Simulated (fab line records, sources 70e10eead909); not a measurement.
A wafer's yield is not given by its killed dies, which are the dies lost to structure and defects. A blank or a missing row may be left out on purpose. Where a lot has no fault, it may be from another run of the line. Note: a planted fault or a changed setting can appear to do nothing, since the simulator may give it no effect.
8D (eight disciplines) problem report, filled in by code / flow nand_harc / the parts of the form that need people (team, actions taken, sign-off) are left out

1. PROBLEM STATEMENT
Wafers without a fault read 25, standard deviation 10; killed_at_array at NHARC_END_SORT_01 reads a mean of 674 on 4 wafers belonging to 3 lots. That puts it +65 standard deviations away from the usual mean.
Earliest sighting: wafer L721.5 on prober-02 at day 20 07:27. At this step, 43 wafers from 15 lots have a number in the record. Rule for "out", or "out of limits": more than 4 standard deviations from the usual mean. All remaining wafers that have a number are taken as sound.

2. WHAT THIS IS AND IS NOT
question=which readings at this step | is=killed_at_array, killed_dies | is not=killed_at_other, killed_at_periphery
question=which lots | is=L721, L724, L725 | is not=L717, L718, L720, L729, L730, L731, L734, L736, L737, L738, L739, L740
question=which wafers of those lots | is=L721.5, L724.1, L725.1, L725.5 | is not=L721.2, L721.3, L724.2
question=read on which gauges | is=prober-02 | is not=prober-01
question=when | is=from day 20 07:27 | is not=up to then (7 sound wafers); but 32 sound wafers of L718, L720, L724, L729, L730, L731, L734, L736, L737, L738, L739, L740 came after

3. THE SUSPECTS, EACH WITH WHAT RULES IT OUT
Counting: any tool at a process step up to the reading remains a suspect provided it ran every lot that is out. Sound lots after the first of them don't rule it out here, since some wafers of a struck lot are sound.
- the gauge at NHARC_END_SORT_01: kept. All the wafers that are out were read on prober-02, and no step on other tools shows them out.
- acl_dep-01 at NHARC_A_CONTACT_DEP_28 (deposits aC, target thk 3600 nm): kept. Every lot that is out went through it, the first being L721 (day 17 02:13); the last sound lot it ran before that was L718 (day 16 10:07).
What counting leaves: acl_dep-01 at NHARC_A_CONTACT_DEP_28 and prober-02 at NHARC_END_SORT_01.

4. THE CAUSE (what the simulator had put in)
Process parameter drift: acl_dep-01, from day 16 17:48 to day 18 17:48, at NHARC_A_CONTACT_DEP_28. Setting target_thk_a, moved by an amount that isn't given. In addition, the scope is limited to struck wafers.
Counting leaves 2 suspects; this tool is one of them.

5. THE CHAIN OF EFFECTS, in route order
One row per reading whose mean, taken over the struck wafers that have a number, lies over 3 standard deviations from the usual. Readings are gone through only where the record gives a usual standard deviation; hours: the median, over the lots, of the time from a lot's start at the first step in this table giving one to that lot's start at this step; sigmas: the change measured in usual standard deviations.
hours=0; step=NHARC_END_SORT_01; reading=killed_at_array; usual=25; on struck wafers=674; change=+649; sigmas=+65
hours=0; step=NHARC_END_SORT_01; reading=killed_dies; usual=29; on struck wafers=677; change=+648; sigmas=+65

6. HOW IT WOULD HAVE BEEN CAUGHT EARLIER
In this record the first reading out of limits at a measuring or inspecting step was taken at day 20 07:27, 86 hours after the fault began at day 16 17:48.
No tool reading at NHARC_A_CONTACT_DEP_28 that has a usual standard deviation in the record was out on any struck wafer, so an alarm limit of 4 standard deviations on those readings would not have fired.
Each of the lots that are out, 3 in all, had begun NHARC_A_CONTACT_DEP_28 on acl_dep-01 no later than day 20 07:27. Had the tool been put on hold then, not one of them would have been saved.
